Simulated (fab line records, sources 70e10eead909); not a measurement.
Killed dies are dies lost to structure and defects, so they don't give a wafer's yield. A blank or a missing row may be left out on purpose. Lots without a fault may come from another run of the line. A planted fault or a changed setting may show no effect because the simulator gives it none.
Chamber matching | flow nand_harc | NHARC_THIN_TSV_ETCHBACK_48 on rie_diel-04: 4 sister chambers
The step etches the open film in C4F8/Ar, target depth 1028.5 nm, time 405.17 s. 14 wafers are shown with their chamber, then 7 later ones without.

WAFERS WITH THEIR CHAMBER
wafer  | chamber | rf_vpp_V (V) | oes_product_au (a.u.)
L810.2 | 2       | 548          | 0.938
L810.3 | 0       | 542          | 0.924
L810.4 | 3       | 548          | 0.928
L821.2 | 1       | 551          | 0.922
L821.3 | 0       | 542          | 0.926
L821.6 | 3       | 546          | 0.938
L820.2 | 3       | 546          | 0.948
L820.3 | 2       | 546          | 0.917
L820.4 | 0       | 544          | 0.931
L823.3 | 3       | 546          | 0.942
L823.5 | 1       | 552          | 0.917
L823.6 | 0       | 543          | 0.918
L827.2 | 2       | 548          | 0.949
L827.3 | 3       | 544          | 0.964

SIGNATURES (means of the wafers above)
reading        | chamber 0 | chamber 1 | chamber 2 | chamber 3 | scatter within a chamber
rf_vpp_V       | 542.75    | 551.50    | 547.33    | 546.00    | 1.18
oes_product_au | 0.92475   | 0.91950   | 0.93467   | 0.94400   | 0.0116
Rule: a wafer's distance from a chamber is the root of the sum, over the readings, of the square of ((its reading less the chamber's mean) divided by the reading's scatter). The wafer belongs to the nearest chamber; if the next one is less than 2 further off, it can't be placed. The scatter: the root of (the sum of the squares of (reading less its chamber's mean) over the shown wafers, divided by (wafers less chambers)).

WAFERS WITHOUT THEIR CHAMBER
wafer  | rf_vpp_V (V) | oes_product_au (a.u.)
L827.5 | 545          | 0.955
L826.3 | 546          | 1.010
L826.4 | 549          | 1.007
L826.5 | 543          | 0.989
L830.1 | 546          | 0.926
L830.3 | 544          | 0.896
L830.5 | 547          | 0.912

WHICH CHAMBER EACH WENT THROUGH
wafer  | from the rows above               | in truth
L827.5 | can't be placed: 3 or 2 or 0      | 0
L826.3 | can't be placed: 3 or 2           | 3
L826.4 | can't be placed: 3 or 2 or 1      | 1
L826.5 | can't be placed: 3 or 0 or 2      | 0
L830.1 | can't be placed: 2 or 3 or 0      | 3
L830.3 | can't be placed: 0 or 2 or 3      | 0
L830.5 | can't be placed: 2 or 3 or 0 or 1 | 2
Placed correctly: 0 of 7. Can't be placed from these rows: 7 (the true chamber is among the candidates in 7). Placed wrongly: 0.
